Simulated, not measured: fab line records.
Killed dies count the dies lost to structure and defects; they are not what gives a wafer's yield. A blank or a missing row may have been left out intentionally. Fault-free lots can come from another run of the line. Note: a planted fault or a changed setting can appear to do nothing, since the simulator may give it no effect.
Check for tools in common -- flow nandHarc -- 14 lots, 42 wafers sampled

REASON IT WAS OPENED
At NHARC_A_ONON_D1_THK_MEAS_11 the reading thkNm is flagged on 2 of 14 lots. No-fault wafers: 999 nm, standard deviation 11.
Rule: flag the lot when none of its wafers has a number, or when each of its wafers that has one lies beyond 4 standard deviations from that mean. All remaining lots are regarded as sound.

lot,measured,on,"thkNm (nm), wafer by wafer",flag
L162,day 8 05:12,filmMetro-02,1012 1012 1014,
L163,day 8 05:12,filmMetro-01,997 997 998,
L164,day 8 15:17,filmMetro-02,1005 1007 1006,
L165,day 8 15:17,filmMetro-01,1015 1015 1014,
L169,day 9 13:53,filmMetro-02,705 703 705,FLAGGED
L172,day 10 06:50,filmMetro-01,718 714 716,FLAGGED
L176,day 11 09:59,filmMetro-01,1010 1012 1011,
L178,day 11 19:53,filmMetro-01,980 981 979,
L179,day 11 20:07,filmMetro-01,999 1000 1000,
L181,day 12 09:59,filmMetro-01,1008 1010 1008,
L180,day 12 09:59,filmMetro-02,995 994 996,
L182,day 12 14:58,filmMetro-02,1002 1001 1001,
L183,day 13 03:42,filmMetro-01,988 987 986,
L184,day 13 17:34,filmMetro-02,997 993 994,
Average over the flagged lots: 710 nm; offset from the usual -289 nm, equal to -26 standard deviations.

WHICH TOOL EACH LOT WENT THROUGH
Before the reading, the record contains 2 process steps out of a 1159-step route. In each cell: the tool, then ch and the chambers that the sampled wafers went through, then the start.
lot,flag,NHARC_A_ZERO_WELL_DESCUM_12,NHARC_A_ONON_D1_DEP_09
L162,,"rieDiel-06 ch 0,1,2, day 7 03:53","pecvdOnon-02 ch 0, day 8 04:48"
L163,,"rieDiel-06 ch 0,1,3, day 7 04:02","pecvdOnon-01 ch 0, day 8 04:45"
L164,,"rieDiel-10 ch 0,2, day 7 14:29","pecvdOnon-03 ch 0, day 8 14:49"
L165,,"rieDiel-10 ch 1,2,3, day 7 15:13","pecvdOnon-02 ch 0, day 8 14:46"
L169,FLAGGED,"rieDiel-09 ch 1,2,3, day 8 16:20","pecvdOnon-02 ch 0, day 9 13:29"
L172,FLAGGED,"rieDiel-10 ch 2,3, day 9 08:35","pecvdOnon-02 ch 0, day 10 06:23"
L176,,"rieDiel-09 ch 1,2, day 10 09:47","pecvdOnon-01 ch 0, day 11 09:36"
L178,,"rieDiel-06 ch 2,3, day 10 20:47","pecvdOnon-03 ch 0, day 11 19:29"
L179,,"rieDiel-09 ch 0,1,3, day 10 20:17","pecvdOnon-01 ch 0, day 11 19:37"
L181,,"rieDiel-10 ch 0,1,3, day 11 06:40","pecvdOnon-03 ch 0, day 12 09:28"
L180,,"rieDiel-09 ch 1,2,3, day 11 08:13","pecvdOnon-01 ch 0, day 12 09:28"
L182,,"rieDiel-10 ch 0,1,3, day 11 14:34","pecvdOnon-01 ch 0, day 12 14:31"
L183,,"rieDiel-09 ch 0,3, day 12 00:07","pecvdOnon-02 ch 0, day 13 03:11"
L184,,"rieDiel-09 ch 1,2,3, day 12 16:59","pecvdOnon-03 ch 0, day 13 17:03"
What the steps here do:
- NHARC_A_ZERO_WELL_DESCUM_12: chemistry O2, time 3 s.
- NHARC_A_ONON_D1_DEP_09: target thk 1000 nm.
- NHARC_A_ONON_D1_THK_MEAS_11: measures by ellipsometry.

FLAGGED OVER TOTAL, TOOL BY TOOL (the gauges that took the reading come last)
step,tool,lots run,flagged,share of the flagged lots,sound lots run after its first flagged lot
NHARC_A_ZERO_WELL_DESCUM_12,rieDiel-06,3,0,none,-
NHARC_A_ZERO_WELL_DESCUM_12,rieDiel-09,6,1,some,"5 (L176,L179,L180,L183,L184)"
NHARC_A_ZERO_WELL_DESCUM_12,rieDiel-10,5,1,some,"2 (L181,L182)"
NHARC_A_ONON_D1_DEP_09,pecvdOnon-01,5,0,none,-
NHARC_A_ONON_D1_DEP_09,pecvdOnon-02,5,2,all,1 (L183)
NHARC_A_ONON_D1_DEP_09,pecvdOnon-03,4,0,none,-
NHARC_A_ONON_D1_THK_MEAS_11,filmMetro-01,8,1,some,"5 (L176,L178,L179,L181,L183)"
NHARC_A_ONON_D1_THK_MEAS_11,filmMetro-02,6,1,some,"3 (L180,L182,L184)"

THE TABLE: WHAT IT ALLOWS
Rows of the table that ran each flagged lot: 1, that is pecvdOnon-02 at NHARC_A_ONON_D1_DEP_09.
- pecvdOnon-02 at NHARC_A_ONON_D1_DEP_09: 2 of its 5 lots flagged. After the first flagged lot (L183), sound lots still ran on it; a lasting fault on the whole tool would not permit that.
Not one row of the table ran every flagged lot while running no sound lot after the first.

WHAT THE SIMULATOR HAD PUT IN
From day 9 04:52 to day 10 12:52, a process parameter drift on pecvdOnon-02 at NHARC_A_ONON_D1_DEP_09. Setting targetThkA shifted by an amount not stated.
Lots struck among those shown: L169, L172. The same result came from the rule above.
